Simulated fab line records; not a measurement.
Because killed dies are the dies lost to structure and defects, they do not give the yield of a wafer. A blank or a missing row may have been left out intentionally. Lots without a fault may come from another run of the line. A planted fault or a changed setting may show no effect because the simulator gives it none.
8D (eight disciplines) problem report, filled in by code || flow n5_finfet || the parts of the form that need people (team, actions taken, sign-off) are left out

1. PROBLEM STATEMENT
Mean of rf_fwd_power_W at N5_BEOL_M0_SAQP_MANDREL_ETCH_20: 601.8 W across 6 wafers in 2 lots; on wafers with no fault it is 795.1 W (standard deviation 3). Measured from the usual mean, that is -64 standard deviations.
The step: etches a-Si in HBr/Cl2, stops on SiNx, target depth 60 nm, bt time 10 s, time 30 s.
Earliest sighting: wafer L556.3 on rie_si-05 at day 6 23:36. Wafers with a number at this step in the record: 27, from 10 lots. The rule behind "out" and "out of limits": a value lying over 4 standard deviations away from the usual mean. The rest of the wafers with a number are treated as sound.

2. WHAT IT IS; WHAT IT IS NOT
{"question": "which readings at this step", "is": "rf_fwd_power_W", "is not": "drypump_motor_current_A, oes_product_au, throttle_valve_pct"}
{"question": "which lots", "is": "L556, L559", "is not": "L551, L553, L554, L566, L570, L571, L572, L573"}
{"question": "which wafers of those lots", "is": "all that have a number", "is not": "-"}
{"question": "read on which tools", "is": "rie_si-05", "is not": "rie_si-06"}
{"question": "when", "is": "from day 6 23:36", "is not": "up to then (9 sound wafers); but 12 sound wafers of L566, L570, L571, L572, L573 came after"}

3. THE SUSPECTS, EACH WITH WHAT RULES IT OUT
Counting: a tool stays on the suspect list if, at a process step up to the reading, it processed all lots that are out and no sound lot following the first of them.
- pecvd-02 at N5_BEOL_M0_SAQP_PECVD_04 (deposits a-Si from SiH4/He, target thk 60 nm, time 60.2 s): ruled out as a lasting fault. The sound lots L571, L572, L573 went through it after L556, its earliest lot that is out (day 6 22:40).
- rie_si-05 at N5_BEOL_M0_SAQP_MANDREL_ETCH_20 (etches a-Si in HBr/Cl2, stops on SiNx, target depth 60 nm, bt time 10 s, time 30 s): ruled out as a lasting fault. The sound lots L572 went through it after L556, its earliest lot that is out (day 6 23:36).
Left after counting: nothing in the record.

4. THE CAUSE (what the simulator had put in)
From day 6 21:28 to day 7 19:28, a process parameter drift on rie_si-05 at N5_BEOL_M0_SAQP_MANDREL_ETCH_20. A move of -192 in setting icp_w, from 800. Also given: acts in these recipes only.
Counting ruled it out, wrongly.

5. SEQUENCE OF EFFECTS, ordered by route
Rows list readings where the struck wafers' mean (over those with a number) sits beyond 3 standard deviations from the usual. Only readings whose record carries a usual standard deviation are examined. hours: median over the lots of the time between each lot's start at the first step of this table that gives one and its start at this step. sigmas: the change, counted in usual standard deviations.
{"hours": 0, "step": "N5_BEOL_M0_SAQP_MANDREL_ETCH_20", "reading": "rf_fwd_power_W", "usual": "795.1 W", "on struck wafers": 601.8, "change": -193.3, "sigmas": -64}
It contains these process steps:
- N5_BEOL_M0_SAQP_MANDREL_ETCH_20: etches a-Si in HBr/Cl2, stops on SiNx, target depth 60 nm, bt time 10 s, time 30 s.
Later measuring or inspecting steps at which every struck wafer that the step has a row for has a number for every such reading, and none has moved that far: N5_BEOL_M4_RC_MEAS_101.

6. HOW IT WOULD HAVE BEEN CAUGHT EARLIER
In this record no reading fell out of limits until day 6 23:36, 2 hours after the fault had begun at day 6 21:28.
